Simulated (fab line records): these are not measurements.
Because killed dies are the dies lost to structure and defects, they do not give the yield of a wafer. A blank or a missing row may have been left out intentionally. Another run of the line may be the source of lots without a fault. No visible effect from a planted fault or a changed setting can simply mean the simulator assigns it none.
Split-lot trial :: flow n5_finfet :: on a route of 1938 steps: 7 lots, 21 wafers read

THE SPLIT ITSELF
At N5_MOL_CONTACT_COAG_PECVD_31 (deposits SiO2 from TEOS/O2, target thk 46 nm, time 8.9 s), the setting temp_c was moved away from the recipe's 400 C on 4 of the 21 wafers read, by -3.0% to +4.3%. This setting was run at the recipe's value on the other wafers.

FROM THE SPLIT TO THE READING: what the file shows between them, 8 steps
- N5_MOL_CONTACT_COAG_EXPOSE_81: exposes mask VG, defocus 0 nm (also split here: dose_mj)
- N5_MOL_CONTACT_COAG_PEB_82: peb time 60 s
- N5_MOL_CONTACT_COAG_DEVELOP_83: develop time 30 s
- N5_MOL_CONTACT_COAG_CD_MEAS_84: target cd 25.1 nm
- N5_MOL_CONTACT_COAG_ETCHBACK_135: etches SiO2 in CHF3, target depth 25 nm, time 16.7 s
- N5_MOL_CONTACT_COAG_STRIP_118: strips in CHF3
- N5_MOL_CONTACT_COAG_VIA_ETCH_46: etches SiO2 in C4F6/O2, target depth 46 nm, overetch 9.2 nm, time 40 s
- N5_MOL_CONTACT_COAG_STRIP_96: strips in N2/H2

THE READING
SiO2_of_MOL_CONTACT_COAG_PECVD_31.thk_nm (the simulator's own value, which no gauge read), in nm, at N5_MOL_CONTACT_COAG_ETCH_47 (etches SiNx in CH3F/O2, stops on W, target depth 27 nm). The file gives no usual value for it. The 17 wafers here that ran the recipe average 44.4 nm, standard deviation 0.54 nm.

wafer: L086.3
tool, chamber at the split: pecvd-03, 1
temp_c as run, C: 400
against the recipe: recipe
SiO2_of_MOL_CONTACT_COAG_PECVD_31.thk_nm, nm: 44.2
against lot-mates on the recipe: -

wafer: L086.4
tool, chamber at the split: pecvd-03, 2
temp_c as run, C: 400
against the recipe: recipe
SiO2_of_MOL_CONTACT_COAG_PECVD_31.thk_nm, nm: 45
against lot-mates on the recipe: -

wafer: L086.6
tool, chamber at the split: pecvd-03, 1
temp_c as run, C: 400
against the recipe: recipe
SiO2_of_MOL_CONTACT_COAG_PECVD_31.thk_nm, nm: 44.8
against lot-mates on the recipe: -

wafer: L087.1
tool, chamber at the split: pecvd-01, 1
temp_c as run, C: 400
against the recipe: recipe
SiO2_of_MOL_CONTACT_COAG_PECVD_31.thk_nm, nm: 43.6
against lot-mates on the recipe: -

wafer: L087.3
tool, chamber at the split: pecvd-01, 0
temp_c as run, C: 400
against the recipe: recipe
SiO2_of_MOL_CONTACT_COAG_PECVD_31.thk_nm, nm: 44.2
against lot-mates on the recipe: -

wafer: L087.6
tool, chamber at the split: pecvd-01, 0
temp_c as run, C: 417.2
against the recipe: +4.3%
SiO2_of_MOL_CONTACT_COAG_PECVD_31.thk_nm, nm: 39.8
against lot-mates on the recipe: -4.1

wafer: L088.3
tool, chamber at the split: pecvd-02, 1
temp_c as run, C: 400
against the recipe: recipe
SiO2_of_MOL_CONTACT_COAG_PECVD_31.thk_nm, nm: 43.6
against lot-mates on the recipe: -

wafer: L088.4
tool, chamber at the split: pecvd-02, 0
temp_c as run, C: 388.1
against the recipe: -3.0%
SiO2_of_MOL_CONTACT_COAG_PECVD_31.thk_nm, nm: 48.6
against lot-mates on the recipe: +4.3

wafer: L088.5
tool, chamber at the split: pecvd-02, 2
temp_c as run, C: 400
against the recipe: recipe
SiO2_of_MOL_CONTACT_COAG_PECVD_31.thk_nm, nm: 45
against lot-mates on the recipe: -

wafer: L090.1
tool, chamber at the split: pecvd-02, 2
temp_c as run, C: 400
against the recipe: recipe
SiO2_of_MOL_CONTACT_COAG_PECVD_31.thk_nm, nm: 43.6
against lot-mates on the recipe: -

wafer: L090.5
tool, chamber at the split: pecvd-02, 0
temp_c as run, C: 400
against the recipe: recipe
SiO2_of_MOL_CONTACT_COAG_PECVD_31.thk_nm, nm: 44.2
against lot-mates on the recipe: -

wafer: L090.6
tool, chamber at the split: pecvd-02, 2
temp_c as run, C: 400
against the recipe: recipe
SiO2_of_MOL_CONTACT_COAG_PECVD_31.thk_nm, nm: 44.4
against lot-mates on the recipe: -

wafer: L093.2
tool, chamber at the split: pecvd-03, 2
temp_c as run, C: 414.6
against the recipe: +3.6%
SiO2_of_MOL_CONTACT_COAG_PECVD_31.thk_nm, nm: 39
against lot-mates on the recipe: -5.0

wafer: L093.4
tool, chamber at the split: pecvd-03, 0
temp_c as run, C: 414.6
against the recipe: +3.6%
SiO2_of_MOL_CONTACT_COAG_PECVD_31.thk_nm, nm: 39.8
against lot-mates on the recipe: -4.2

wafer: L093.5
tool, chamber at the split: pecvd-03, 1
temp_c as run, C: 400
against the recipe: recipe
SiO2_of_MOL_CONTACT_COAG_PECVD_31.thk_nm, nm: 44
against lot-mates on the recipe: -

wafer: L096.1
tool, chamber at the split: pecvd-03, 2
temp_c as run, C: 400
against the recipe: recipe
SiO2_of_MOL_CONTACT_COAG_PECVD_31.thk_nm, nm: 43.6
against lot-mates on the recipe: -

wafer: L096.2
tool, chamber at the split: pecvd-03, 1
temp_c as run, C: 400
against the recipe: recipe
SiO2_of_MOL_CONTACT_COAG_PECVD_31.thk_nm, nm: 44.4
against lot-mates on the recipe: -

wafer: L096.6
tool, chamber at the split: pecvd-03, 0
temp_c as run, C: 400
against the recipe: recipe
SiO2_of_MOL_CONTACT_COAG_PECVD_31.thk_nm, nm: 45
against lot-mates on the recipe: -

wafer: L097.4
tool, chamber at the split: pecvd-01, 1
temp_c as run, C: 400
against the recipe: recipe
SiO2_of_MOL_CONTACT_COAG_PECVD_31.thk_nm, nm: 44.6
against lot-mates on the recipe: -

wafer: L097.5
tool, chamber at the split: pecvd-01, 0
temp_c as run, C: 400
against the recipe: recipe
SiO2_of_MOL_CONTACT_COAG_PECVD_31.thk_nm, nm: 44.8
against lot-mates on the recipe: -

wafer: L097.6
tool, chamber at the split: pecvd-01, 2
temp_c as run, C: 400
against the recipe: recipe
SiO2_of_MOL_CONTACT_COAG_PECVD_31.thk_nm, nm: 45.2
against lot-mates on the recipe: -

THE FIT
A straight line over all 21 wafers: SiO2_of_MOL_CONTACT_COAG_PECVD_31.thk_nm changes by -1.27 nm for each +1% of temp_c; r = -0.96; the points scatter about the line by 0.58 nm.
The same after taking each lot's own level away (the mean of its wafers on the recipe; 21 wafers): -1.2 nm for each +1%; r = -0.97; scatter 0.51 nm.
According to that fit, moving temp_c by its largest amount changes the reading by 5.1 nm.
From 43.90 to 44.87 nm: that is the span of the lots' own levels, equal to 1.8 times the standard deviation above.
The two slopes are in agreement: the lot-to-lot level therefore moves the slope only a little.
Check: -5.6 nm against its lot-mates is what the line predicts for one of the wafers moved furthest among these (+4.3%) when that wafer is left out of the fit. Against them it came out at -4.1 nm.

OTHER SPLITS ON THESE WAFERS
Before the reading, these wafers also passed through other splits. Each is held against what the fit with the lots' levels taken away leaves over:
other split on the same wafers: N5_SD_EPI_N_DESCUM_14 time_s
wafers away from the commonest value: 9
r with SiO2_of_MOL_CONTACT_COAG_PECVD_31.thk_nm (lot level and that fit taken away): -0.19

other split on the same wafers: N5_SDB_COAT_04 spin_rpm
wafers away from the commonest value: 7
r with SiO2_of_MOL_CONTACT_COAG_PECVD_31.thk_nm (lot level and that fit taken away): -0.04

other split on the same wafers: N5_SDB_ETCH_18 source_w
wafers away from the commonest value: 4
r with SiO2_of_MOL_CONTACT_COAG_PECVD_31.thk_nm (lot level and that fit taken away): -0.43

other split on the same wafers: N5_HKMG_FIN_ETCH_55 bias_w
wafers away from the commonest value: 5
r with SiO2_of_MOL_CONTACT_COAG_PECVD_31.thk_nm (lot level and that fit taken away): +0.11

other split on the same wafers: N5_GATE_CUT_DESCUM_18 time_s
wafers away from the commonest value: 8
r with SiO2_of_MOL_CONTACT_COAG_PECVD_31.thk_nm (lot level and that fit taken away): +0.08

other split on the same wafers: N5_MOL_CONTACT_COAG_ETCH_105 bias_w
wafers away from the commonest value: 7
r with SiO2_of_MOL_CONTACT_COAG_PECVD_31.thk_nm (lot level and that fit taken away): +0.37

other split on the same wafers: N5_MOL_CONTACT_COAG_EXPOSE_81 dose_mj
wafers away from the commonest value: 6
r with SiO2_of_MOL_CONTACT_COAG_PECVD_31.thk_nm (lot level and that fit taken away): -0.08

THE WHOLE CHAIN: every reading that the file lists as answering this split, in the file's order
step: N5_MOL_CONTACT_COAG_PECVD_31
what it does: deposits SiO2 from TEOS/O2, target thk 46 nm, time 8.9 s
reading: SiO2_of_MOL_CONTACT_COAG_PECVD_31.thk_nm (the simulator's own value, which no gauge read)
change (the file's fit): -1.15 nm for each +1% of the setting
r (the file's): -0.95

step: N5_MOL_CONTACT_COAG_VIA_ETCH_46
what it does: etches SiO2 in C4F6/O2, target depth 46 nm, overetch 9.2 nm, time 40 s
reading: etch.depth_nm (the simulator's own value, which no gauge read)
change (the file's fit): -1.15 nm for each +1% of the setting
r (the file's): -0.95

step: N5_MOL_CONTACT_COAG_ETCH_47
what it does: etches SiNx in CH3F/O2, stops on W, target depth 27 nm
reading: SiO2_of_MOL_CONTACT_COAG_PECVD_31.thk_nm (the simulator's own value, which no gauge read)
change (the file's fit): -1.16 nm for each +1% of the setting
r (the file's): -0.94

FILE'S OWN FIT
SiO2_of_MOL_CONTACT_COAG_PECVD_31.thk_nm changes by -1.16 nm for each +1% of temp_c, r = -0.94.
